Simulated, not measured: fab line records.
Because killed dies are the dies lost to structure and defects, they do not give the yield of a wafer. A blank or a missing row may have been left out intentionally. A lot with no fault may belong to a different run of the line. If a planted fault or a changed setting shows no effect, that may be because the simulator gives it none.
Struck lot and sound lot, side by side    flow n5 finfet    37 steps out of a route of 1938
Sound: these wafers, L783.2, L783.4, L783.6. Wafers L774.2, L774.4, L774.6 were the ones struck. At the end, the cause is stated.
For every step that has rows: the tool of each side, followed by ch and its chambers, followed by its first start. Under that, the readings that differ: sound wafers    struck wafers    difference of the means    sigmas: that difference in standard deviations of wafers without a fault.
alike: words and numbers the same on both sides, and readings whose means are apart by under 2 such deviations; not compared: readings that were withheld, readings missing a value for some wafer, numbers with overlapping values and no deviation given by the record, and bounds like >300 which may hide the same value.
A row with sigmas, a row that says differs or no value, or rows on one side alone: a step with any of these is where the two part. When numbers do not overlap yet have no deviation, they are printed without sigmas and do not part them. A reading that every wafer of one side lacks parts them only if that side has two wafers or more.

first, 9 steps without rows for these wafers: N5_BEOL_M2_ILD_DEP_00 (deposits SiOC from DEMS/O2, target thk 79 nm, time 15.3 s); N5_BEOL_M2_PECVD_72 (deposits SiO2 from TEOS/O2, target thk 16 nm, time 18 s); N5_BEOL_M2_HM_DEP_02 (deposits TiN, target thk 20 nm); N5_BEOL_M2_COAT_61 (time 60 s, resist thk 60 nm); N5_BEOL_M2_COAT_62 (time 60 s, resist thk 12 nm); N5_BEOL_M2_COAT_73 (time 60 s, resist thk 5 nm); N5_BEOL_M2_COAT_05 (resist thk 30 nm); N5_BEOL_M2_EBR_07; N5_BEOL_M2_SOFTBAKE_06 (time 60 s).
N5_BEOL_M2_EXPOSE_08: exposes mask M2.
  sound on euv scanner-02 ch 0, day 10 21:29; struck on euv scanner-01 ch 0, day 9 04:35
reading               sound              struck             difference  sigmas
exposure dose mJ cm2  41.17 41.17 41.25  44.24 44.18 44.19  +3.01       +56
  alike: mask
then, 2 steps without rows for these wafers: N5_BEOL_M2_PEB_09 (peb time 60 s); N5_BEOL_M2_DEVELOP_10 (develop time 30 s).
N5_BEOL_M2_CD_MEAS_11: the cd target is 16.79 nm.
  sound on cd sem-03 ch 0, day 10 21:37; struck on cd sem-03 ch 0, day 9 04:42
reading     sound              struck             difference  sigmas
cd nm (nm)  16.92 16.44 16.59  18.09 18.59 17.96  +1.56       +6
then, 1 step without rows for these wafers: N5_BEOL_M2_DESCUM_16 (chemistry O2, time 7 s).
N5_BEOL_M2_ETCH_74: etches underlayer in N2/H2, target depth 6.5 nm, time 5.2 s.
  sound on rie diel-04 ch 0,1,2, day 10 22:08; struck on rie diel-04 ch 1,2,3, day 9 04:52
reading                          sound           struck       difference  sigmas
model.BEOL_M2.cd offset nm (nm)  -0.4 -0.2 -0.4  1.4 1.4 1.4  +1.7        
  alike: drypump motor current A, etch rf on time s, oes product au, rf vpp V, showerhead plenum p Torr, throttle valve pct
  not compared: rf hours counter h
then, 5 steps without rows for these wafers: N5_BEOL_M2_ETCH_63 (etches SiARC in CF4, target depth 15.6 nm, time 26 s); N5_BEOL_M2_ETCH_64 (etches SOC in N2/H2, target depth 75 nm, overetch 22.5 nm, time 121.9 s); N5_BEOL_M2_STRIP_65 (strips in N2/H2); N5_BEOL_M2_STRIP_75 (strips in N2/H2); N5_BEOL_M2_STRIP_66 (strips in CF4).
N5_BEOL_M2_HM_OPEN_17: chemistry Cl2/BCl3, target TiN, target depth 20 nm, overetch 6 nm.
  sound on rie metal-01 ch 1, day 10 22:22; struck on rie metal-01 ch 0, day 9 05:05
reading                          sound              struck             difference  sigmas
throttle valve pct (%)           22.70 22.72 22.71  22.11 22.11 22.12  -0.60       -2
model.BEOL_M2.cd offset nm (nm)  -0.4 -0.4 -0.6     1.2 1.4 1.4        +1.8        
  alike: drypump motor current A, mfc ar sccm, oes product au
  not compared: rf hours counter h
then, 1 step without rows for these wafers: N5_BEOL_M2_STRIP_19 (strips in O2).
N5_BEOL_M2_CD_MEAS_18: pitch 36 nm, target cd 18 nm.
  struck on cd sem-03, day 9 05:16; sound on cd sem-02, day 10 22:46
reading     sound              struck             difference  sigmas
cd nm (nm)  17.29 18.03 17.15  19.34 19.27 19.15  +1.76       +6
then, 11 steps without rows for these wafers: N5_BEOL_M2_COAT_67 (time 60 s, resist thk 60 nm); N5_BEOL_M2_COAT_68 (time 60 s, resist thk 12 nm); N5_BEOL_M2_COAT_76 (time 60 s, resist thk 5 nm); N5_BEOL_M2_COAT_22 (resist thk 30 nm); N5_BEOL_M2_EBR_24; N5_BEOL_M2_SOFTBAKE_23 (time 60 s); N5_BEOL_M2_EXPOSE_25 (exposes mask V1, defocus 5 nm); N5_BEOL_M2_PEB_26 (peb time 60 s); N5_BEOL_M2_DEVELOP_27 (develop time 30 s); N5_BEOL_M2_DESCUM_33 (chemistry O2, time 7 s); N5_BEOL_M2_ETCH_77 (etches underlayer in N2/H2, target depth 6.5 nm, time 5.2 s).
N5_BEOL_M2_CD_MEAS_35: target cd 18 nm, target cd y 22.2 nm.
  struck on cd sem-01, day 9 19:12; sound on cd sem-03, day 11 23:29
reading     sound              struck             difference  sigmas
cd nm (nm)  17.41 17.60 17.45  19.81 19.58 19.73  +2.22       +8
N5_BEOL_M4_RC_MEAS_101:
  the record has rows for the sound wafers here (prober-02 ch 0, day 13 14:23) and none for the struck ones
-- record jumps: 7 days separate the struck wafers' starts on either side; left off in module BEOL_M4, taken up again in module PASSIVATION, whose first shown step is the route's number 1936 --
N5_PASSIVATION_PROBE_49:
  only the struck wafers here have rows in the record (prober-02, day 16 14:56); the sound ones have none

## WHERE THEY PART
First at N5_BEOL_M2_EXPOSE_08; last, within this record, at N5_PASSIVATION_PROBE_49.

WHY: whatever the simulator had introduced
Process parameters drifting: euv scanner-01 at N5_BEOL_M2_EXPOSE_08, beginning at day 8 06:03. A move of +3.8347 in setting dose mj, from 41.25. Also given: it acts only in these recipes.
